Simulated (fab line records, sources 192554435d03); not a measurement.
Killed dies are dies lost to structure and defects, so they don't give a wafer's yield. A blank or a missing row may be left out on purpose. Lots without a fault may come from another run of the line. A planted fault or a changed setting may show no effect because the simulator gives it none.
Chamber matching | flow n5_finfet | N5_BEOL_M11_VIA_ETCH_34 on rie_diel-06: 4 sister chambers
The step etches SiCOH lowk in C4F6/O2, target depth 184.5 nm, time 69.2 s. 14 wafers are shown with their chamber, then 7 later ones without.

WAFERS WITH THEIR CHAMBER
wafer  | chamber | rf_vpp_V (V) | throttle_valve_pct (%) | showerhead_plenum_p_Torr (Torr)
L075.2 | 2       | 657          | 20.57                  | 2.82
L075.3 | 1       | 674          | 20.52                  | 2.94
L075.4 | 3       | 680          | 20.95                  | 2.90
L080.2 | 2       | 656          | 20.57                  | 2.82
L080.4 | 3       | 680          | 20.94                  | 2.90
L080.5 | 3       | 679          | 20.93                  | 2.90
L082.3 | 1       | 675          | 20.54                  | 2.94
L082.4 | 2       | 656          | 20.55                  | 2.82
L082.6 | 3       | 680          | 20.95                  | 2.90
L091.3 | 0       | 683          | 21.16                  | 2.82
L091.4 | 3       | 679          | 20.99                  | 2.89
L091.5 | 3       | 679          | 21.00                  | 2.89
L092.2 | 1       | 675          | 20.56                  | 2.92
L092.3 | 3       | 681          | 20.98                  | 2.89

SIGNATURES (means of the wafers above)
reading                  | chamber 0 | chamber 1 | chamber 2 | chamber 3 | scatter within a chamber
rf_vpp_V                 | 683.00    | 674.67    | 656.33    | 679.71    | 0.69
throttle_valve_pct       | 21.1600   | 20.5400   | 20.5633   | 20.9629   | 0.0233
showerhead_plenum_p_Torr | 2.8200    | 2.9333    | 2.8200    | 2.8957    | 0.00662
Rule: a wafer's distance from a chamber is the root of the sum, over the readings, of the square of ((its reading less the chamber's mean) divided by the reading's scatter). The wafer belongs to the nearest chamber; if the next one is less than 2 further off, it can't be placed. The scatter: the root of (the sum of the squares of (reading less its chamber's mean) over the shown wafers, divided by (wafers less chambers)).

WAFERS WITHOUT THEIR CHAMBER
wafer  | rf_vpp_V (V) | throttle_valve_pct (%) | showerhead_plenum_p_Torr (Torr)
L092.5 | 675          | 20.58                  | 2.92
L095.1 | 678          | 21.00                  | 2.89
L095.2 | 657          | 20.62                  | 2.81
L095.6 | 672          | 20.58                  | 2.92
L097.4 | 673          | 20.57                  | 2.92
L097.5 | 656          | 20.59                  | 2.81
L097.6 | 679          | 20.99                  | 2.89

WHICH CHAMBER EACH WENT THROUGH
wafer  | from the rows above | in truth
L092.5 | 1                   | 1
L095.1 | 3                   | 3
L095.2 | 2                   | 2
L095.6 | 1                   | 1
L097.4 | 1                   | 1
L097.5 | 2                   | 2
L097.6 | 3                   | 3
Placed correctly: 7 of 7. Can't be placed from these rows: 0. Placed wrongly: 0.
